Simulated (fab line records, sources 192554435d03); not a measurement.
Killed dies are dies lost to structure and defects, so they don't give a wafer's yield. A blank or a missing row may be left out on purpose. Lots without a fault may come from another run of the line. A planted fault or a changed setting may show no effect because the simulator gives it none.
Which tool did it? | flow n5_finfet | 11 lots, 33 wafers sampled, at 5 steps of a route of 1938

WHAT THE GAUGES READ, wafer by wafer
N5_BEOL_M4_INSPECT_30: inspects for defects (brightfield).
lot  | measured     | on                | raw_defect_count
L076 | day 8 04:37  | defect_inspect-02 | 403 418 454
L077 | day 8 17:08  | defect_inspect-01 | 375 316 445
L080 | day 9 07:24  | defect_inspect-02 | 441 530 404
L082 | day 9 14:38  | defect_inspect-02 | 466 615 509
L084 | day 10 01:21 | defect_inspect-02 | 390 488 416
L085 | day 10 17:13 | defect_inspect-02 | 724 398 706
L086 | day 11 06:33 | defect_inspect-02 | 396 489 412
L089 | day 11 13:11 | defect_inspect-02 | 408 357 469
L092 | day 12 01:11 | defect_inspect-01 | 367 587 496
L095 | day 13 00:32 | defect_inspect-02 | 390 356 435
L096 | day 13 05:35 | defect_inspect-02 | 573 501 494

WHICH TOOL RAN EACH LOT (tool, then ch and the chambers of the sampled wafers, then the start)
lot  | N5_BEOL_M3_ALD_84                   | N5_BEOL_M3_ANNEAL_51             | N5_BEOL_M4_ILD_DEP_00           | N5_BEOL_M4_STRIP_19
L076 | ald_metal-03 ch 1,2,3, day 7 22:24  | rtp_anneal-01 ch 0, day 8 01:02  | pecvd-01 ch 0,1, day 8 01:57    | rie_diel-04 ch 0,1, day 8 04:01
L077 | ald_metal-01 ch 0,1,3, day 8 10:02  | rtp_anneal-01 ch 0, day 8 12:35  | pecvd-01 ch 0,1,2, day 8 13:30  | rie_diel-01 ch 1,2, day 8 16:40
L080 | ald_metal-03 ch 0,1, day 9 00:33    | rtp_anneal-01 ch 0, day 9 03:08  | pecvd-01 ch 0,1,2, day 9 04:00  | rie_diel-03 ch 0,2, day 9 06:47
L082 | ald_metal-01 ch 0,1, day 9 08:32    | rtp_anneal-01 ch 0, day 9 11:08  | pecvd-01 ch 1, day 9 12:14      | rie_diel-04 ch 0,1,2, day 9 14:02
L084 | ald_metal-03 ch 0,2,3, day 9 20:00  | rtp_anneal-02 ch 0, day 9 22:26  | pecvd-04 ch 0,1, day 9 23:26    | rie_diel-01 ch 1,2,3, day 10 00:52
L085 | ald_metal-03 ch 0,3, day 10 11:31   | rtp_anneal-01 ch 0, day 10 14:17 | pecvd-04 ch 0,1, day 10 15:07   | rie_diel-03 ch 2,3, day 10 16:44
L086 | ald_metal-02 ch 2,3, day 10 23:32   | rtp_anneal-01 ch 0, day 11 03:55 | pecvd-01 ch 1,2, day 11 04:47   | rie_diel-04 ch 0,1,2, day 11 06:05
L089 | ald_metal-03 ch 0,1,2, day 11 07:57 | rtp_anneal-02 ch 0, day 11 10:26 | pecvd-03 ch 0,1,2, day 11 11:18 | rie_diel-04 ch 1,2, day 11 12:34
L092 | ald_metal-01 ch 0,2,3, day 11 19:26 | rtp_anneal-01 ch 0, day 11 22:26 | pecvd-01 ch 1,2, day 11 23:19   | rie_diel-01 ch 1,2,3, day 12 00:43
L095 | ald_metal-03 ch 0,2,3, day 12 16:51 | rtp_anneal-01 ch 0, day 12 21:08 | pecvd-01 ch 1,2, day 12 22:03   | rie_diel-03 ch 0,3, day 12 23:56
L096 | ald_metal-02 ch 0,2,3, day 12 23:43 | rtp_anneal-02 ch 0, day 13 02:14 | pecvd-01 ch 1,2, day 13 03:07   | rie_diel-04 ch 0,3, day 13 05:06
- N5_BEOL_M3_ALD_84: deposits TaN, pulse time 2 s, purge time 3 s, co reactant purge time 2 s.
- N5_BEOL_M3_ANNEAL_51: time 90 s.
- N5_BEOL_M4_ILD_DEP_00: deposits SiOC from DEMS/O2, target thk 79 nm, time 15.3 s.
- N5_BEOL_M4_STRIP_19: strips in O2.

THE ANSWER, worked out from the rows above alone
Rule: what is usual is taken from the lots themselves. Put in order of their means at a reading, lots are off if they are a third of the lots or fewer, leave a main group of 4 or more, and stand apart from it by a gap of 3 or more times the standard deviation of the main group's means; of several such gaps the widest counts. A main group whose means are all the same, to the digits that the tables above print for the reading, isn't used. A lot without any number at a reading at which 4 lots or more have one is off too. The other lots that the step has rows for count as sound.
No lot is off at any reading shown: from this, nothing can be told.

WHAT THE SIMULATOR HAD PUT IN
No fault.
